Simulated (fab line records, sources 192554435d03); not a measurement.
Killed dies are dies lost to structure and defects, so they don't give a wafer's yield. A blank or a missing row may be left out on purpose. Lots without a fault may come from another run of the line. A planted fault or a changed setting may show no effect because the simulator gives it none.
Chamber matching | flow n5_finfet | N5_BEOL_M3_DEP_57 on pecvd-04: 3 sister chambers
The step deposits SiCN from 3MS/NH3, target thk 8 nm, time 14 s. 3 wafers are shown with their chamber, then 9 later ones without.

WAFERS WITH THEIR CHAMBER
wafer  | chamber | showerhead_plenum_p_Torr (Torr)
L087.6 | 0       | 3.638
L090.5 | 1       | 3.674
L090.6 | 2       | 3.657

WAFERS WITHOUT THEIR CHAMBER
wafer  | showerhead_plenum_p_Torr (Torr)
L094.1 | 3.670
L094.5 | 3.655
L094.6 | 3.664
L082.1 | 3.678
L082.3 | 3.650
L082.6 | 3.656
L096.3 | 3.666
L096.4 | 3.630
L096.6 | 3.681

WHICH CHAMBER EACH WENT THROUGH
wafer  | from the rows above     | in truth
L094.1 | can't be placed: 1 or 2 | 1
L094.5 | 2                       | 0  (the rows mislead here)
L094.6 | can't be placed: 2 or 1 | 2
L082.1 | 1                       | 1
L082.3 | can't be placed: 2 or 0 | 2
L082.6 | 2                       | 2
L096.3 | can't be placed: 1 or 2 | 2
L096.4 | 0                       | 0
L096.6 | 1                       | 1
Placed correctly: 4 of 9. Can't be placed from these rows: 4 (the true chamber is among the candidates in 4). Placed wrongly: 1.
How it was worked out, from the rows above alone: a wafer's distance from a chamber is the root of the sum, over the readings, of the square of ((its reading less the chamber's mean) divided by the reading's scatter). The wafer belongs to the nearest chamber; if the next one is less than 2 further off, it can't be placed. A chamber's mean is the mean of its shown wafers. The scatter: with one shown wafer a chamber, the root of the mean of the squares of how far each hidden wafer lies from its nearest shown one.
